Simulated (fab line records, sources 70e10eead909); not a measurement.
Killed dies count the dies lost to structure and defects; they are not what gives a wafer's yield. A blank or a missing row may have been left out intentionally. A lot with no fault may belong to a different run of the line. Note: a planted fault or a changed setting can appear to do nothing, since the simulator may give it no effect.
Which tool is to blame?    flow nandHarc    30 wafers from 10 lots sampled at 6 of the route's 1159 steps

WHAT THE GAUGES READ, wafer by wafer
NHARC_A_ONON_D1_THK_MEAS_14: measures by ellipsometry.
lot   measured      on            thkNm (nm)
L317  day 7 17:33   filmMetro-02  995 996 994
L320  day 8 06:14   filmMetro-01  1010 1010 1010
L326  day 9 18:04   filmMetro-02  1008 1008 639
L328  day 10 09:01  filmMetro-01  625 625 993
L330  day 10 19:47  filmMetro-01  989 988 989
L332  day 11 13:52  filmMetro-01  997 1000 1000
L334  day 11 23:33  filmMetro-01  1008 1005 1006
L336  day 12 10:06  filmMetro-01  993 994 995
L340  day 12 22:23  filmMetro-01  1004 1003 1002
L339  day 12 22:37  filmMetro-02  1007 1010 1010

NHARC_END_SORT_01.
lot   measured      on         killedAtArray  killedAtOther  killedAtPeriphery  killedDies  killedOpen  killedShort
L326  day 21 18:07  prober-02  24 16 675      0 1 2          1 1 0              25 18 677   4 2 1       3 3 0
L328  day 22 00:26  prober-02  676 673 31     0 2 0          1 2 3              677 677 34  3 0 4       1 1 0

EACH LOT AND THE TOOL THAT RAN IT (in order: tool; ch and the chambers of the sampled wafers; start)
lot   NHARC_P_BONDPAD_ACTIVATE_29        NHARC_A_ZERO_WELL_ETCH_19          NHARC_A_ONON_D1_DEP_12           NHARC_A_CHANNEL_HOLE_D1_DEP_01
L317  rieDiel-13 ch 0,2, day 6 14:41     rieDiel-05 ch 1,3, day 6 16:11     pecvdOnon-02 ch 0, day 7 17:02   pecvd-03 ch 0,2, day 8 05:38
L320  rieDiel-07 ch 1,2, day 7 05:23     rieDiel-10 ch 2,3, day 7 06:52     pecvdOnon-02 ch 0, day 8 05:43   pecvd-01 ch 1,2, day 8 19:38
L326  rieDiel-13 ch 0,1,2, day 8 15:13   rieDiel-11 ch 0,1, day 8 16:43     pecvdOnon-03 ch 0, day 9 17:41   pecvd-01 ch 0,2, day 10 07:12
L328  rieDiel-13 ch 2,3, day 9 04:47     rieDiel-10 ch 1,2,3, day 9 06:10   pecvdOnon-03 ch 0, day 10 08:29  pecvd-03 ch 0, day 10 22:19
L330  rieDiel-13 ch 1,3, day 9 18:38     rieDiel-05 ch 1,2, day 9 20:08     pecvdOnon-02 ch 0, day 10 19:20  pecvd-03 ch 0,1,2, day 11 10:22
L332  rieDiel-13 ch 0,2, day 10 10:23    rieDiel-10 ch 0,2, day 10 11:55    pecvdOnon-02 ch 0, day 11 13:24  pecvd-03 ch 0,2, day 12 02:31
L334  rieDiel-07 ch 0,1,3, day 10 21:57  rieDiel-11 ch 0,2, day 10 23:32    pecvdOnon-02 ch 0, day 11 23:02  pecvd-01 ch 0,2, day 12 11:39
L336  rieDiel-13 ch 0,2,3, day 11 00:43  rieDiel-05 ch 0,1,3, day 11 02:17  pecvdOnon-02 ch 0, day 12 09:38  pecvd-03 ch 0,1, day 12 23:10
L340  rieDiel-13 ch 0,1,2, day 11 22:11  rieDiel-05 ch 0,1,3, day 11 23:39  pecvdOnon-02 ch 0, day 12 21:53  pecvd-04 ch 0,1, day 13 13:01
L339  rieDiel-13 ch 0,1,3, day 11 22:44  rieDiel-10 ch 1,2,3, day 12 00:14  pecvdOnon-01 ch 0, day 12 22:05  pecvd-01 ch 0,1,2, day 13 13:08
- NHARC_P_BONDPAD_ACTIVATE_29: chemistry N2, time 60 s.
- NHARC_A_ZERO_WELL_ETCH_19: etches the open film in N2/H2, target depth 80 nm, overetch 24 nm, time 87.88 s.
- NHARC_A_ONON_D1_DEP_12: target thk 1000 nm.
- NHARC_A_CHANNEL_HOLE_D1_DEP_01: deposits SiON, target thk 140 nm.

WHAT THE TOOLS THEMSELVES READ (means of the sampled wafers that have a number; where no wafer has one, the mark that the record gives instead)
NHARC_P_BONDPAD_ACTIVATE_29.
lot   tool        drypumpMotorCurrentA (A)  oesProductAu (a.u.)  rfVppV (V)  showerheadPlenumPTorr (Torr)
L317  rieDiel-13  6.1                       0.995                64.8        1.88
L320  rieDiel-07  4.9                       1.010                64.3        1.81
L326  rieDiel-13  5.8                       1.000                65.2        1.89
L328  rieDiel-13  5.6                       1.010                64.2        1.77
L330  rieDiel-13  5.4                       0.999                63.6        1.83
L332  rieDiel-13  6.1                       0.995                65.3        1.88
L334  rieDiel-07  5.1                       0.998                64.0        1.79
L336  rieDiel-13  5.7                       1.003                65.0        1.82
L340  rieDiel-13  5.8                       1.006                64.8        1.88
L339  rieDiel-13  5.3                       1.002                64.4        1.83

NHARC_A_ZERO_WELL_ETCH_19.
lot   tool        drypumpMotorCurrentA (A)  oesProductAu (a.u.)  rfFwdPowerW (W)  rfVppV (V)  showerheadPlenumPTorr (Torr)  throttleValvePct (%)
L317  rieDiel-05  5.8                       1.007                396.6            431.0       2.01                          14.172
L320  rieDiel-10  5.5                       1.001                395.4            433.8       2.14                          14.166
L326  rieDiel-11  6.4                       1.010                396.6            432.0       2.10                          14.176
L328  rieDiel-10  5.5                       0.999                395.0            432.3       2.11                          14.181
L330  rieDiel-05  6.1                       1.000                398.8            430.9       2.07                          14.166
L332  rieDiel-10  5.3                       0.998                397.6            431.8       2.08                          14.179
L334  rieDiel-11  6.1                       1.008                397.4            430.2       2.04                          14.183
L336  rieDiel-05  5.4                       0.996                396.6            428.6       1.97                          14.169
L340  rieDiel-05  5.4                       1.005                396.6            428.1       1.97                          14.171
L339  rieDiel-10  5.5                       0.997                395.1            433.1       2.11                          14.181

NHARC_A_CHANNEL_HOLE_D1_DEP_01.
lot   tool      heaterPowerW (W)  rfFwdPowerW (W)
L317  pecvd-03  750               346.9
L320  pecvd-01  781               348.0
L326  pecvd-01  845               349.0
L328  pecvd-03  753               347.8
L330  pecvd-03  740               347.9
L332  pecvd-03  769               347.3
L334  pecvd-01  818               349.5
L336  pecvd-03  791               346.8
L340  pecvd-04  810               348.3
L339  pecvd-01  803               348.2

THE ANSWER, worked out from the rows above alone
Rule: the usual values come from the lots themselves. Put in order of their means at a reading, lots are off if they are a third of the lots or fewer, leave a main group of 4 or more, and stand apart from it by a gap of 3 or more times the standard deviation of the main group's means; of several such gaps the widest counts. If all means in a main group match to the digits the tables above print for the reading, that group is not used. Also off: a lot with no number at a reading for which 4 or more lots have one. Where the step has rows for the other lots, those lots are counted as sound. The gauges are gone through in route order, then the tools' own readings, and for those a lot's mean is taken as printed above. The first step at which some lot is off is used, and at that step the reading that is off furthest; a lot without a number counts as furthest.
Off: L326, L328 (NHARC_A_ONON_D1_THK_MEAS_14, thkNm). The main group: mean 1001 nm, standard deviation 7.2.
A tool fits if, at a process step before that reading, it ran every lot that is off, and no sound lot after the first of them. Gauges at NHARC_A_ONON_D1_THK_MEAS_14: tried the same way as those tools. One fits: NHARC_A_ONON_D1_DEP_12 on pecvdOnon-03. It ran no sound lot before its first lot that is off in this sample, so the start can't be narrowed down.

WHAT THE SIMULATOR HAD PUT IN
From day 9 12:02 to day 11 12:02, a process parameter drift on pecvdOnon-03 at NHARC_A_ONON_D1_DEP_12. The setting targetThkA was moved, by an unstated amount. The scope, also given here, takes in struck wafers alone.
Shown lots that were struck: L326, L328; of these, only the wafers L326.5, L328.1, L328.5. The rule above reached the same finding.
